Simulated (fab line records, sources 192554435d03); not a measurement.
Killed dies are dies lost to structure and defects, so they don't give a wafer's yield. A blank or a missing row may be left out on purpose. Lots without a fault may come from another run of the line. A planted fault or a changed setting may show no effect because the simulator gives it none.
One fault seen from 2 desks | flow n5_finfet | each desk has only its own numbers; what lay behind them comes last

THE METROLOGY DESK
What the gauges read, lot by lot, whatever tool the lot ran on: means of the sampled wafers that have a number. A lot is out of limits, marked OUT, if its mean lies more than 4 standard deviations from the usual mean; the brackets give that distance.
Columns: A = cd_nm at N5_BEOL_M7_CD_MEAS_18, usual 40.1 nm; B = cd_nm at N5_BEOL_M7_CD_MEAS_28, usual 39.91 nm; C = trench_depth_nm at N5_BEOL_M7_OCD_MEAS_38, usual 93.6 nm
lot  | first seen here | A    | B     | C
L986 | day 9 00:02     | 40.7 | 40.10 | 95.6
L987 | day 9 16:38     | 40.1 | 39.99 | 91.0
L989 | day 9 19:02     | 39.6 | 39.84 | 93.7
L988 | day 9 21:25     | 40.2 | 39.81 | 93.2
L991 | day 10 12:05    | 39.3 | 39.94 | 93.7
L992 | day 10 12:06    | 40.3 | 39.95 | 93.8
L994 | day 10 23:52    | 39.6 | 40.03 | 93.6
L996 | day 11 09:08    | 40.3 | 39.84 | 92.7
L997 | day 12 03:59    | 39.7 | 39.80 | 93.1
L999 | day 12 20:57    | 39.0 | 40.06 | 92.7
L101 | day 13 02:04    | 39.3 | 40.02 | 92.3
L106 | day 14 18:56    | 40.5 | 40.00 | 92.8
This desk's finding: nothing out of limits on any of the 12 lots.

THE TOOL OWNER'S DESK: rie_diel-05
The tool's own readings at N5_BEOL_M7_ETCH_65 (etches SiARC in CF4, target depth 15.6 nm, time 26 s): means of the sampled wafers that have a number, for each lot that ran on this tool. A lot is out of limits, marked OUT, if its mean lies more than 4 standard deviations from the usual mean; the brackets give that distance.
Columns: A = drypump_motor_current_A at N5_BEOL_M7_ETCH_65, usual 5.6 A; B = etch_rf_on_time_s at N5_BEOL_M7_ETCH_65, usual 26.0 s; C = oes_product_au at N5_BEOL_M7_ETCH_65, usual 0.68 a.u.; D = rf_vpp_V at N5_BEOL_M7_ETCH_65, usual 183.8 V; E = showerhead_plenum_p_Torr at N5_BEOL_M7_ETCH_65, usual 2.12 Torr; F = throttle_valve_pct at N5_BEOL_M7_ETCH_65, usual 15.52 %
lot  | first seen here | A   | B               | C    | D     | E    | F
L986 | day 9 00:35     | 5.4 | 25.7            | 0.67 | 184.0 | 2.11 | 15.54
L989 | day 9 19:31     | 5.8 | 26.3            | 0.70 | 183.8 | 2.13 | 15.51
L988 | day 9 23:51     | 5.8 | 25.9            | 0.69 | 183.3 | 2.13 | 15.51
L991 | day 10 14:02    | 5.7 | 25.9            | 0.69 | 183.7 | 2.09 | 15.40
L994 | day 11 01:41    | 5.8 | 26.0            | 0.67 | 183.0 | 2.09 | 15.42
L999 | day 12 23:06    | 6.0 | 26.1            | 0.70 | 183.8 | 2.10 | 15.39
L101 | day 13 03:18    | 5.7 | 22.0 (-7.5) OUT | 0.70 | 182.8 | 2.08 | 15.61
L106 | day 14 20:19    | 5.8 | 23.4 (-4.9) OUT | 0.70 | 182.8 | 2.08 | 15.51
This desk's finding: out of limits on L101, L106; first on L101, day 13 03:18 (etch_rf_on_time_s at N5_BEOL_M7_ETCH_65). In limits: L986, L989, L988, L991, L994, L999.

PUT TOGETHER
The tool owner's desk could have raised an alarm at day 13 03:18, on L101, L106.
The metrology desk saw nothing out of limits.
The metrology desk has L101, L106 on record, within its limits.
Of the lots named, all ran N5_BEOL_M7_ETCH_65 on rie_diel-05.

WHAT THE SIMULATOR HAD PUT IN
Process parameter drift: rie_diel-05, from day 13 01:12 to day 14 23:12, at N5_BEOL_M7_ETCH_65. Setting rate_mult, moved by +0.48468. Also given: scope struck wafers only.
Lots struck among those shown: L101, L106.
Hours from the fault's start to each desk's first reading out of limits: the tool owner's desk, 2.
